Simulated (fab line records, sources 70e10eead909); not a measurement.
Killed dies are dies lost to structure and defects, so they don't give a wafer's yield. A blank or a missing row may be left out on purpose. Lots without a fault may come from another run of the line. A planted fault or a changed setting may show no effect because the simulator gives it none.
A struck lot beside a sound one | flow nand_harc | 19 steps out of a route of 1302
Sound: wafers L776.1, L776.3, L776.4. Struck: wafers L765.2, L765.5, L765.6. The cause comes at the end.
At each step with rows: each side's tool, then ch and its chambers, then its first start. Under that, the readings that differ: sound wafers | struck wafers | difference of the means | sigmas: that difference in standard deviations of wafers without a fault.
alike: readings whose means differ by less than 2 such deviations, and words and numbers that are the same on both sides. not compared: withheld readings, readings that some wafer has no value for, bounds like >300 that may hide the same value, and numbers for which the record gives no deviation and whose values overlap.
The two part at a step that has a row with sigmas, a row that says differs or no value, or rows on one side only. Numbers that don't overlap but have no deviation are shown without sigmas and don't part them. A reading that every wafer of one side lacks parts them only if that side has two wafers or more.

NHARC_P_ZERO_WELL_CD_MEAS_37: target cd 720 nm.
  sound on cd_sem-01 ch 0, day 8 16:07; struck on cd_sem-02 ch 0, day 4 02:26
  alike: cd_nm
then, 1 step without rows for these wafers: NHARC_P_ZERO_WELL_HARDBAKE_38 (time 80 s).
NHARC_P_ZERO_WELL_DESCUM_39: chemistry O2, time 3 s.
  sound on rie_diel-08 ch 0,1,3, day 8 16:17; struck on rie_diel-12 ch 0,1,3, day 4 02:37
  alike: drypump_motor_current_A, oes_product_au, rf_vpp_V, showerhead_plenum_p_Torr, throttle_valve_pct
  not compared: rf_hours_counter_h
then, 9 steps without rows for these wafers: NHARC_P_ZERO_WELL_IMPLANT_40; NHARC_P_ZERO_WELL_IMPLANT_59; NHARC_P_ZERO_WELL_IMPLANT_60; NHARC_P_ZERO_WELL_STRIP_41 (strips in SPM, time 840 s); NHARC_P_ZERO_WELL_DEHYDRATE_44 (time 120 s); NHARC_P_ZERO_WELL_HMDS_45 (time 30 s); NHARC_P_ZERO_WELL_COAT_46; NHARC_P_ZERO_WELL_SOFTBAKE_47 (time 95 s); NHARC_P_ZERO_WELL_EBR_48.
NHARC_P_ZERO_WELL_EXPOSE_49: exposes mask P HVPW, target cd 2000 nm.
  sound on krf_scanner-01 ch 0, day 8 17:29; struck on krf_scanner-01 ch 0, day 4 03:55
  reading | sound                      | struck                              | difference | sigmas
  mask    | P_HVPW#0 P_HVPW#0 P_HVPW#0 | P_HVPW_R1#0 P_HVPW_R1#0 P_HVPW_R1#0 | differs    |
then, 2 steps without rows for these wafers: NHARC_P_ZERO_WELL_PEB_50 (peb time 85 s); NHARC_P_ZERO_WELL_DEVELOP_51 (time 70 s).
NHARC_P_ZERO_WELL_CD_MEAS_52: target cd 2000 nm.
  sound on cd_sem-03 ch 0, day 8 17:38; struck on cd_sem-02 ch 0
  reading    | sound                | struck               | difference | sigmas
  cd_nm (nm) | 2000.7 2000.0 2000.5 | 1918.1 1921.1 1921.7 | -80.1      | -31
  not compared: hold
NHARC_P_ZERO_WELL_DESCUM_54: chemistry O2, time 3 s.
  sound on rie_diel-12 ch 0,2,3, day 8 17:48; struck on rie_diel-08 ch 2,3, day 4 11:22
  reading                      | sound          | struck         | difference | sigmas
  model.P_ZERO_WELL.cd_nm (nm) | 2001 2000 2000 | 1918 1920 1922 | -80        |
  alike: drypump_motor_current_A, oes_product_au, rf_vpp_V, showerhead_plenum_p_Torr, throttle_valve_pct
  not compared: rf_hours_counter_h
then, 1 step without rows for these wafers: NHARC_P_ZERO_WELL_IMPLANT_55.
-- the record jumps here: 22 days lie between the struck wafers' starts before and after (it left off in module P_ZERO_WELL and takes up again in module END, whose first step shown is number 1302 of the route) --
NHARC_END_SORT_01:
  the record has rows for the struck wafers here (prober-02 ch 0, day 26 10:13) and none for the sound ones

WHERE THEY PART
First at NHARC_P_ZERO_WELL_EXPOSE_49; last, within this record, at NHARC_END_SORT_01.

WHY: what the simulator had put in
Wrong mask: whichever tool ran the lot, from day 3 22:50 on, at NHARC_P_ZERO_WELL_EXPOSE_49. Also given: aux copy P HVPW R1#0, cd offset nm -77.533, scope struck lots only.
